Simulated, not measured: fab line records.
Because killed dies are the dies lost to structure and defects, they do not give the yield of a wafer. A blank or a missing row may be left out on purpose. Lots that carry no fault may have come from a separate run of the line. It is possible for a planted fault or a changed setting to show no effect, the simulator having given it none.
Which tool did it? ; flow nand-harc ; 33 wafers from 11 lots sampled at 2 of the route's 1159 steps

== WHAT EACH GAUGE READ, for each wafer ==
NHARC_P_GATE_CD_MEAS_46: the cd target is 720 nm.
lot;measured;on;cd-nm (nm)
L994;day 5 23:51;cd-sem-01;655.0 654.9 654.3
L104;day 8 12:19;cd-sem-01;719.6 718.9 723.7
L105;day 8 13:11;cd-sem-01;719.9 720.9 721.1
L106;day 8 18:40;cd-sem-02;722.1 722.0 722.5
L107;day 9 00:26;cd-sem-02;718.3 719.9 718.4
L108;day 9 08:13;cd-sem-01;720.7 720.9 721.8
L109;day 9 13:42;cd-sem-02;722.4 722.4 719.6
L111;day 9 18:29;cd-sem-02;719.5 720.2 717.9
L110;day 9 19:37;cd-sem-01;718.7 719.7 717.4
L113;day 10 11:58;cd-sem-03;724.8 722.3 721.9
L115;day 10 19:07;cd-sem-02;722.2 721.0 721.4

== TOOL THAT RAN EACH LOT (tool first, then ch and the chambers of the sampled wafers, then the start) ==
lot;NHARC_P_GATE_EXPOSE_43
L994;krf-scanner-02 ch 0, day 5 23:41
L104;krf-scanner-02 ch 0, day 8 12:10
L105;krf-scanner-03 ch 0, day 8 13:01
L106;krf-scanner-02 ch 0, day 8 18:31
L107;krf-scanner-04 ch 0, day 9 00:17
L108;krf-scanner-04 ch 0, day 9 08:04
L109;krf-scanner-04 ch 0, day 9 13:33
L111;krf-scanner-03 ch 0, day 9 18:20
L110;krf-scanner-03 ch 0, day 9 19:28
L113;krf-scanner-02 ch 0, day 10 11:49
L115;krf-scanner-03 ch 0, day 10 18:57
- NHARC_P_GATE_EXPOSE_43: exposes mask P NSD, target cd 720 nm.

== THE ANSWER, worked out from the rows above alone ==
Rule: what is usual is taken from the lots themselves. Put in order of their means at a reading, lots are off if they are a third of the lots or fewer, leave a main group of 4 or more, and stand apart from it by a gap of 3 or more times the standard deviation of the main group's means; of several such gaps the widest counts. A main group is skipped when, at the precision printed for the reading in the tables above, its means are all equal. A lot without any number at a reading at which 4 lots or more have one is off too. The other lots that the step has rows for count as sound.
Off: L994, at NHARC_P_GATE_CD_MEAS_46 (cd-nm). Main group: mean 720.7 nm, sd 1.4.
If a tool, at a process step before that reading, ran all the lots that are off and no sound lot after the first of them, it fits. Gauges at NHARC_P_GATE_CD_MEAS_46: tried the same way as those tools. Not one of the candidates tried fits.

== WHAT THE SIMULATOR PUT IN ==
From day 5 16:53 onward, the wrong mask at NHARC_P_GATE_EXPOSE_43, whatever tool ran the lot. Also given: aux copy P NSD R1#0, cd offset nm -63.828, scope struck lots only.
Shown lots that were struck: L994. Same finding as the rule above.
